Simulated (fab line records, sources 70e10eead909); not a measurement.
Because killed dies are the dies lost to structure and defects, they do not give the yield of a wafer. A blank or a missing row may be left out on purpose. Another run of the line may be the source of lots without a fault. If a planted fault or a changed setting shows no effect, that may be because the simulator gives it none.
fab line records ; flow nand-harc
record lots=12; wafers=35; last-day=33
route steps=1302 shown A_CHANNEL_HOLE_D1@471 A_CHANNEL_FILL_D1@492 END@1302
lots with no fault: from the same line, run without faults
start-h: the number of hours between the record's first day and the start of the first shown wafer of the lot ; wait-h: hours since the lot's step before ; " identical to the entry in the row above ; L1.1+2: one row covering several wafers at once ; - no value, or no start given ; * or withheld: withheld ; < > ~ a bound
route shown NAME@n: names a module that has steps shown in the file, with the first one's number in the route ; usual: mean and standard deviation over wafers with no fault ; same: alike in all rows ; chamber/n: place in a boat ; sites: per-site readings ; _std_site: the standard deviation of these ; _edge_site: the outer-site mean with the inner-site mean subtracted ; radius-mm: for every site, how far away it sits from the centre of the wafer ; mask NAME#n: copy n ; behind: tool/chamber where the wafer was last shaped ; hold: why the lot was held/for how many hours/how that ended ; device: the n, p or np transistor that did not switch ; end of line: the route-end tests of the same wafers ; a step without rows: its recipe alone ; killed: at the first sort, the dies lost to defects and structure; wafer yield is something else ; map: shows each die of a wafer: x if killed, . if not, _ if none is there
set.NAME: the setting as run; set.NAME@STEP: as run at that earlier step ; model.NAME: the simulator's own value behind a step, which no gauge read
the route's steps for a sample of lots (tables are steps, rows are wafers)
services: the hour from which a tool's chamber was out of use, counted from the record's first day as start-h (under 0 if before that day), plus the number of hours and why
## steps
# step NHARC_A_CHANNEL_HOLE_D1_ETCH_19
# recipe bias-v=1200; source-w=2500; pressure-mtorr=15; time-s=34.5; ar-flow-sccm=375; c4f8-flow-sccm=28.8; o2-flow-sccm=96.2; temp-c=-20; target-depth-a=*; chemistry=C4F8/O2/Ar
# usual c4f8-flow-sccm=28.81/0.089; drypump-motor-current-A=5.9/0.48; showerhead-plenum-p-Torr=3.64/0.13; temp-c=-19.99/0.099; throttle-valve-pct=37.037/0.0098
# same time-s=34.5
lot.wafer;tool;chamber;start-h;wait-h;c4f8-flow-sccm;drypump-motor-current-A;rf-hours-counter-h;showerhead-plenum-p-Torr;temp-c;throttle-valve-pct
L306.3;har-etch-02;0;180.86;0.1;28.82;6.2;-;3.55;-20.00;37.041
L306.4;har-etch-02;1;180.86;0.1;28.63;5.6;-;3.60;-19.87;37.026
L306.5;har-etch-02;1;180.86;0.1;28.68;5.6;-;3.60;-19.87;37.021
L307.1;har-etch-01;0;194.48;0.1;28.89;6.5;91;3.66;-19.99;37.031
L307.3;har-etch-01;1;194.48;0.1;28.78;5.3;-;3.78;-19.91;37.039
L307.5;har-etch-01;1;194.48;0.1;28.74;5.3;-;3.78;-19.96;37.027
L309.1;har-etch-02;1;208.56;0.1;28.84;5.6;314;3.59;-20.08;37.031
L309.2;har-etch-02;1;208.56;0.1;28.65;5.5;-;3.59;-19.92;37.031
L309.5;har-etch-02;1;208.56;0.1;28.86;5.6;-;3.59;-19.96;37.049
L312.4;har-etch-02;1;239.29;1.2;28.85;5.6;-;3.58;-20.13;37.023
L312.5;har-etch-02;1;239.29;1.2;28.90;5.6;-;3.58;-20.04;37.048
L312.6;har-etch-02;0;239.29;1.2;28.86;6.3;-;3.53;-20.05;37.034
L313.2;har-etch-01;1;258.04;0.1;28.73;5.3;129;3.76;-20.03;37.030
L313.4;har-etch-01;1;258.04;0.1;28.75;5.3;-;3.76;-19.95;37.046
L313.5;har-etch-01;0;258.04;0.1;28.78;6.5;-;3.64;-20.06;37.032
L316.2;har-etch-02;0;287.14;0.1;28.83;6.2;348;3.52;-20.04;37.036
L316.6;har-etch-02;1;287.14;0.1;28.73;5.6;-;3.57;-20.07;37.032
L316.5;har-etch-02;0;287.14;0.1;28.84;6.2;-;3.52;-19.89;37.020
L317.4;har-etch-02;0;291.37;2.3;28.83;6.2;-;3.52;-20.12;37.038
L317.6;har-etch-02;1;291.37;2.3;28.71;5.6;-;3.56;-19.92;37.030
L317.5;har-etch-02;0;291.37;2.3;28.97;6.3;-;3.52;-20.04;37.043
L318.2;har-etch-02;1;296.72;0.1;28.85;5.6;372;3.56;-20.06;37.037
L318.3;har-etch-02;0;296.72;0.1;28.65;6.3;-;3.51;-20.08;37.026
L326.2;har-etch-01;1;397.69;5.4;28.74;5.3;202;3.71;-19.94;37.050
L326.5;har-etch-01;1;397.69;5.4;28.80;5.3;-;3.71;-19.95;37.030
L326.6;har-etch-01;0;397.69;5.4;28.77;6.5;-;3.60;-20.09;37.037
L327.1;har-etch-02;0;399.14;6.8;29.08;6.3;4;3.98;-20.03;37.035
L327.2;har-etch-02;1;399.14;6.8;28.80;5.6;4;3.98;-20.16;37.045
L327.6;har-etch-02;0;399.14;6.8;29.05;6.3;-;3.98;-20.06;37.030
L329.1;har-etch-01;1;413.73;3.5;28.76;5.3;217;3.71;-20.16;37.032
L329.4;har-etch-01;1;413.73;3.5;28.84;5.3;-;3.71;-20.17;37.019
L329.3;har-etch-01;0;413.73;3.5;28.78;6.6;-;3.59;-20.12;37.047
L328.1;har-etch-02;0;415.06;4.3;28.80;6.2;19;3.97;-19.89;37.034
L328.2;har-etch-02;1;415.06;4.3;28.80;5.6;19;3.97;-19.92;37.040
L328.5;har-etch-02;0;415.06;4.3;28.78;6.2;-;3.97;-19.84;37.041
# step NHARC_A_CHANNEL_HOLE_D1_ETCH_21
# recipe bias-v=3000; source-w=withheld; pressure-mtorr=20; time-s=514.3; ar-flow-sccm=375; c4f8-flow-sccm=89.3; o2-flow-sccm=35.7; temp-c=-20; target-depth-a=16000; chemistry=C4F8/O2/Ar
# usual c4f8-flow-sccm=89.30/0.29; drypump-motor-current-A=5.9/0.47; showerhead-plenum-p-Torr=3.60/0.12; temp-c=-19.97/0.11; throttle-valve-pct=32.154/0.0099
# same time-s=514.3
lot.wafer;tool;chamber;start-h;wait-h;c4f8-flow-sccm;drypump-motor-current-A;rf-hours-counter-h;showerhead-plenum-p-Torr;temp-c;throttle-valve-pct
L306.3;har-etch-02;0;181.39;0.3;89.28;6.3;-;3.51;-20.09;32.152
L306.4;har-etch-02;1;181.39;0.3;89.06;5.6;-;3.57;-20.10;32.164
L306.5;har-etch-02;1;181.39;0.3;89.23;5.6;-;3.57;-19.96;32.147
L307.1;har-etch-01;0;194.95;0.3;89.19;6.5;92;3.62;-20.07;32.169
L307.3;har-etch-01;1;194.95;0.3;89.55;5.3;-;3.73;-19.64;32.147
L307.5;har-etch-01;1;194.95;0.3;89.56;5.3;-;3.73;-19.81;32.152
L309.1;har-etch-02;1;209.41;0.5;88.97;5.6;315;3.56;-19.90;32.155
L309.2;har-etch-02;1;209.41;0.5;89.35;5.6;-;3.56;-19.96;32.167
L309.5;har-etch-02;1;209.41;0.5;89.76;5.6;-;3.56;-19.90;32.158
L312.4;har-etch-02;1;239.83;0.3;88.87;5.6;-;3.54;-20.07;32.155
L312.5;har-etch-02;1;239.83;0.3;89.13;5.6;-;3.54;-20.00;32.154
L312.6;har-etch-02;0;239.83;0.3;89.21;6.3;-;3.50;-19.99;32.145
L313.2;har-etch-01;1;258.46;0.3;89.22;5.3;130;3.71;-20.02;32.130
L313.4;har-etch-01;1;258.46;0.3;89.33;5.3;-;3.71;-20.00;32.162
L313.5;har-etch-01;0;258.46;0.3;89.36;6.5;-;3.60;-19.99;32.129
L316.2;har-etch-02;0;287.63;0.3;89.07;6.2;349;3.48;-19.94;32.168
L316.6;har-etch-02;1;287.63;0.3;89.02;5.6;-;3.53;-20.06;32.152
L316.5;har-etch-02;0;287.63;0.3;89.49;6.2;-;3.48;-20.05;32.144
L317.4;har-etch-02;0;291.96;0.3;89.58;6.2;-;3.48;-20.07;32.154
L317.6;har-etch-02;1;291.96;0.3;89.28;5.6;-;3.53;-19.86;32.154
L317.5;har-etch-02;0;291.96;0.3;89.46;6.3;-;3.48;-20.09;32.157
L318.2;har-etch-02;1;297.15;0.3;89.48;5.6;372;3.53;-19.78;32.159
L318.3;har-etch-02;0;297.15;0.3;89.64;6.2;-;3.48;-19.94;32.156
L326.2;har-etch-01;1;398.11;0.3;89.67;5.3;202;3.67;-19.78;32.153
L326.5;har-etch-01;1;398.11;0.3;89.01;5.3;-;3.67;-19.84;32.146
L326.6;har-etch-01;0;398.11;0.3;89.24;6.5;-;3.56;-19.90;32.139
L327.1;har-etch-02;0;399.56;0.3;89.70;6.2;4;3.93;-19.97;32.160
L327.2;har-etch-02;1;399.56;0.3;88.81;5.6;4;3.93;-20.07;32.162
L327.6;har-etch-02;0;399.56;0.3;89.75;6.2;-;3.93;-19.83;32.135
L329.1;har-etch-01;1;414.15;0.3;89.22;5.3;218;3.66;-20.16;32.156
L329.4;har-etch-01;1;414.15;0.3;89.21;5.3;-;3.66;-19.93;32.148
L329.3;har-etch-01;0;414.15;0.3;89.21;6.5;-;3.55;-20.01;32.158
L328.1;har-etch-02;0;415.49;0.3;89.79;6.2;19;3.92;-19.85;32.138
L328.2;har-etch-02;1;415.49;0.3;89.18;5.6;19;3.92;-20.02;32.170
L328.5;har-etch-02;0;415.49;0.3;89.35;6.2;-;3.92;-19.87;32.169
# step NHARC_A_CHANNEL_HOLE_D1_STRIP_27
# recipe o2-flow-sccm=500; ar-flow-sccm=0; bias-w=0; chemistry=O2
# usual drypump-motor-current-A=5.7/0.34; oes-product-au=0.999/0.0095; rf-vpp-V=57.8/0.81; showerhead-plenum-p-Torr=3.55/0.079; throttle-valve-pct=17.035/0.0091
lot.wafer;tool;chamber;start-h;wait-h;drypump-motor-current-A;oes-product-au;rf-hours-counter-h;rf-vpp-V;showerhead-plenum-p-Torr;throttle-valve-pct
L306.3;rie-diel-07;3;-;-;5.0;1.017;20;57.9;3.52;17.036
L306.4;rie-diel-07;0;-;-;6.3;1.004;21;58.1;3.47;17.042
L306.5;rie-diel-07;1;-;-;6.1;0.987;-;58.4;3.50;17.027
L307.1;rie-diel-03;3;-;-;6.0;0.992;8;57.2;3.58;17.020
L307.3;rie-diel-03;1;-;-;5.5;0.995;9;57.6;3.52;17.032
L307.5;rie-diel-03;3;-;-;6.0;0.996;-;57.8;3.58;17.038
L309.1;rie-diel-03;0;-;-;5.6;0.997;9;57.1;3.55;17.035
L309.2;rie-diel-03;2;-;-;5.9;1.010;10;57.2;3.65;17.033
L309.5;rie-diel-03;3;-;-;6.0;0.996;-;58.0;3.58;17.027
L312.4;rie-diel-07;1;-;-;6.1;0.986;41;56.7;3.49;17.035
L312.6;rie-diel-07;1;-;-;6.1;0.996;-;59.1;3.49;17.038
L312.5;rie-diel-07;2;-;-;5.4;1.006;-;58.0;3.75;17.026
L313.2;rie-diel-07;1;-;-;6.1;0.985;47;58.0;3.49;17.025
L313.4;rie-diel-07;0;-;-;6.3;1.004;48;57.1;3.46;17.032
L313.5;rie-diel-07;2;-;-;5.5;1.000;-;57.9;3.75;17.043
L316.2;rie-diel-03;0;-;-;5.6;0.993;0;58.3;3.54;17.035
L316.6;rie-diel-03;0;-;-;5.6;1.007;-;56.9;3.54;17.040
L316.5;rie-diel-03;1;-;-;5.5;1.007;-;56.6;3.51;17.048
L317.4;rie-diel-07;2;-;-;5.4;0.994;60;58.9;3.74;17.049
L317.6;rie-diel-07;0;-;-;6.3;0.999;-;60.1;3.45;17.025
L317.5;rie-diel-07;1;-;-;6.1;0.982;-;57.3;3.48;17.033
L318.2;rie-diel-03;2;-;-;5.9;1.008;1;58.0;3.65;17.031
L318.3;rie-diel-03;0;-;-;5.6;0.993;2;58.5;3.54;17.047
L326.2;rie-diel-03;3;-;-;6.0;0.988;10;57.8;3.57;17.047
L326.6;rie-diel-03;3;-;-;6.0;0.987;-;57.8;3.57;17.029
L326.5;rie-diel-03;1;-;-;5.5;0.994;-;58.5;3.51;17.033
L327.1;rie-diel-11;1;-;-;5.8;1.011;46;57.6;3.46;17.027
L327.2;rie-diel-11;3;-;-;5.1;0.998;52;56.9;3.52;17.031
L327.6;rie-diel-11;0;-;-;5.8;0.988;-;58.2;3.52;17.023
L329.3;rie-diel-03;3;-;-;6.0;0.978;13;58.7;3.57;17.038
L329.1;rie-diel-03;1;-;-;5.5;0.991;12;58.2;3.51;17.022
L329.4;rie-diel-03;3;-;-;6.0;0.998;-;59.9;3.57;17.013
L328.1;rie-diel-11;0;-;-;5.8;0.981;46;56.3;3.52;17.029
L328.2;rie-diel-11;2;-;-;5.3;0.987;55;57.3;3.45;17.030
L328.5;rie-diel-11;0;-;-;5.8;0.985;-;58.5;3.51;17.032
# step NHARC_A_CHANNEL_FILL_D1_ALD_02
# recipe target-thk-a=60; pulse-time-s=10; ald-cycles=60; temp-c=300; material=SiO2
# usual ald-cycles=60/0; heater-power-w=474/41; precursor-pulse-height-rel=0.998/0.019
lot.wafer;tool;chamber;start-h;wait-h;ald-cycles;heater-power-w;precursor-pulse-height-rel
L306.3;ald-hk-03;3;186.81;-;60;371;1.000
L306.4;ald-hk-03;0;186.81;-;60;533;1.022
L306.5;ald-hk-03;3;186.81;-;60;369;1.029
L307.3;ald-hk-04;2;200.39;-;60;461;1.004
L307.1;ald-hk-04;3;200.39;-;60;519;0.991
L307.5;ald-hk-04;3;200.39;-;60;533;1.030
L309.2;ald-hk-04;3;218.74;-;60;533;0.987
L309.1;ald-hk-04;0;218.74;-;60;463;0.988
L309.5;ald-hk-04;2;218.74;-;60;459;0.973
L312.4;ald-hk-04;3;245.39;-;60;521;0.951
L312.6;ald-hk-04;0;245.39;-;60;450;0.996
L312.5;ald-hk-04;1;245.39;-;60;509;1.017
L313.2;ald-hk-01;2;267.54;3.7;60;416;1.004
L313.4;ald-hk-01;0;267.54;3.7;60;535;0.957
L313.5;ald-hk-01;2;267.54;3.7;60;420;0.971
L316.2;ald-hk-04;0;293.19;-;71;439;0.993
L316.5;ald-hk-04;2;293.19;-;60;498;0.976
L316.6;ald-hk-04;3;293.19;-;71;518;0.992
L317.4;ald-hk-04;1;297.48;0.3;60;497;1.027
L317.5;ald-hk-04;2;297.48;0.3;60;490;1.018
L317.6;ald-hk-04;3;297.48;0.3;71;544;0.977
L318.2;ald-hk-04;1;302.93;0.3;71;502;1.005
L318.3;ald-hk-04;0;302.93;0.3;60;434;1.035
L326.2;ald-hk-01;3;404.36;-;60;470;0.994
L326.6;ald-hk-01;0;404.36;-;60;506;1.009
L326.5;ald-hk-01;1;404.36;-;60;460;1.009
L327.2;ald-hk-01;2;405.18;-;60;434;1.030
L327.1;ald-hk-01;3;405.18;-;60;486;0.995
L327.6;ald-hk-01;1;405.18;-;60;450;1.001
L329.4;ald-hk-04;0;419.79;-;60;439;1.027
L329.1;ald-hk-04;1;419.79;-;60;499;1.001
L329.3;ald-hk-04;3;419.79;-;60;532;0.993
L328.1;ald-hk-04;2;421.35;-;60;490;1.003
L328.2;ald-hk-04;3;421.35;-;60;545;0.972
L328.5;ald-hk-04;1;421.35;-;60;494;1.036
# step NHARC_END_SORT_01
# recipe temp-c=25
# usual killed-at-array=59/19; killed-at-other=1.0/1.1; killed-at-periphery=3.8/2.4; killed-dies=64/19; killed-open=3.3/2; killed-short=2.4/1.6
# same gross-dies=677
lot.wafer;tool;chamber;start-h;wait-h;killed-at-array;killed-at-other;killed-at-periphery;killed-dies;killed-open;killed-short
L317.4;prober-01;0;680.06;3.4;57;0;1;58;2;0
L317.6;prober-01;0;681.66;4.0;52;1;6;59;5;1
L326.2;prober-02;0;775.98;2.8;53;0;7;60;1;3
L326.5;prober-02;0;778.40;3.7;60;0;8;68;3;1
L326.6;prober-02;0;779.21;4.0;53;2;6;61;5;3
# killed by level:class
L317.4 A_CHANNEL_HOLE_D1:chamber-film-flake=36 A_CHANNEL_HOLE_D2:chamber-film-flake=13 A_CHANNEL_FILL_D1:geometric-particle:open=2 A_CHANNEL_FILL_D1:chamber-film-flake=2 A_SLIT:chamber-film-flake=2 P_GATE:chamber-film-flake=1 A_WL_FILL:chamber-film-flake=1 A_CONTACT:chamber-film-flake=1
L317.6 A_CHANNEL_HOLE_D1:chamber-film-flake=35 A_CHANNEL_HOLE_D2:chamber-film-flake=9 P_GATE:chamber-film-flake=4 A_CHANNEL_FILL_D2:geometric-particle:open=2 P_CONTACT:geometric-particle:open=1 A_CHANNEL_HOLE_D1:geometric-particle:open=1 A_WL_FILL:geometric-particle:short=1 A_WL_FILL:geometric-particle:open=1
L326.2 A_CHANNEL_HOLE_D2:chamber-film-flake=17 A_CONTACT:chamber-film-flake=12 A_SLIT:chamber-film-flake=10 A_CHANNEL_HOLE_D1:chamber-film-flake=7 P_M1:chamber-film-flake=4 A_STAIRCASE:chamber-film-flake=4 P_M0:geometric-particle:short=1 A_CHANNEL_FILL_D1:geometric-particle:open=1
L326.5 A_CHANNEL_HOLE_D2:chamber-film-flake=26 A_CONTACT:chamber-film-flake=10 A_SLIT:chamber-film-flake=9 A_CHANNEL_HOLE_D1:chamber-film-flake=8 P_STI:chamber-film-flake=4 P_M1:chamber-film-flake=3 A_STAIRCASE:chamber-film-flake=3 A_ONON_D2:geometric-particle:open=2
L326.6 A_CHANNEL_HOLE_D2:chamber-film-flake=21 A_CHANNEL_HOLE_D1:chamber-film-flake=13 A_CONTACT:chamber-film-flake=9 A_SLIT:chamber-film-flake=6 P_M1:chamber-film-flake=2 P_CONTACT:geometric-particle:short=1 P_CONTACT:geometric-particle:open=1 P_M0:geometric-particle:open=1
## services
tool;chamber;start-h;hours;kind
har-etch-02;0;203.76;-;consumable-replace:focus-ring
har-etch-02;0;203.76;17.0;scheduled-down
har-etch-02;0;203.76;17.0;vent-cycle
ald-hk-03;-;212.15;10.0;pm
ald-hk-04;-;216.26;1.5;repair
rie-diel-11;3;219.02;2.5;repair
rie-diel-11;0;245.17;6.2;repair
rie-diel-11;-;255.55;9.0;pm
rie-diel-07;0;274.93;4.5;repair
rie-diel-11;-;276.35;1.8;repair
rie-diel-03;-;281.30;9.0;pm
rie-diel-07;-;297.08;9.0;pm
har-etch-01;-;300.16;0.5;repair
ald-hk-01;-;300.39;10.0;pm
rie-diel-07;3;308.00;21.3;repair
rie-diel-11;0;334.16;9.1;repair
rie-diel-11;-;369.59;0.5;repair
har-etch-02;-;377.98;17.0;pm
har-etch-02;0;377.98;17.0;vent-cycle
har-etch-02;1;377.98;17.0;vent-cycle
rie-diel-03;2;389.13;8.5;repair
har-etch-02;0;394.98;-;clean
rie-diel-07;2;409.37;8.9;repair
ald-hk-01;-;415.84;0.4;repair
## key
first-sign step=NHARC_A_CHANNEL_FILL_D1_ALD_02; reading=ald-cycles; direction=up; sigmas=99+; usual=60; struck=71
effect none on later readings
met-at NHARC_A_CHANNEL_FILL_D1_ALD_02
struck-lots L316,L317,L318
struck-wafers L316.2,L316.6,L317.6,L318.2
sort-left-out L318.2
tester-left-out L316,L317,L318
not-acting-at NHARC_A_CHANNEL_HOLE_D1_ETCH_19,NHARC_A_CHANNEL_HOLE_D1_ETCH_21,NHARC_A_CHANNEL_HOLE_D1_STRIP_27
onset-between 245.39 293.19
fault kind=process-parameter-drift; tool=ald-hk-04; chamber=-; onset-h=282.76; steps=NHARC_A_CHANNEL_FILL_D1_ALD_02; channel=ald-cycles; offset=11; shape=step; end-h=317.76; scope=struck-wafers-only; acts-in=these-recipes-only; stated=60
# tester-left-out: of these lots the tester's yield and bins aren't shown, on N5 and GAA mostly nor the transistor test; their killed dies are dies lost to structure and defects alone, not to doping, threshold or leakage, so they don't give the yield
# sort-left-out: the simulated sort isn't trusted on such a fault, so these wafers' sort isn't shown, and their yield isn't known
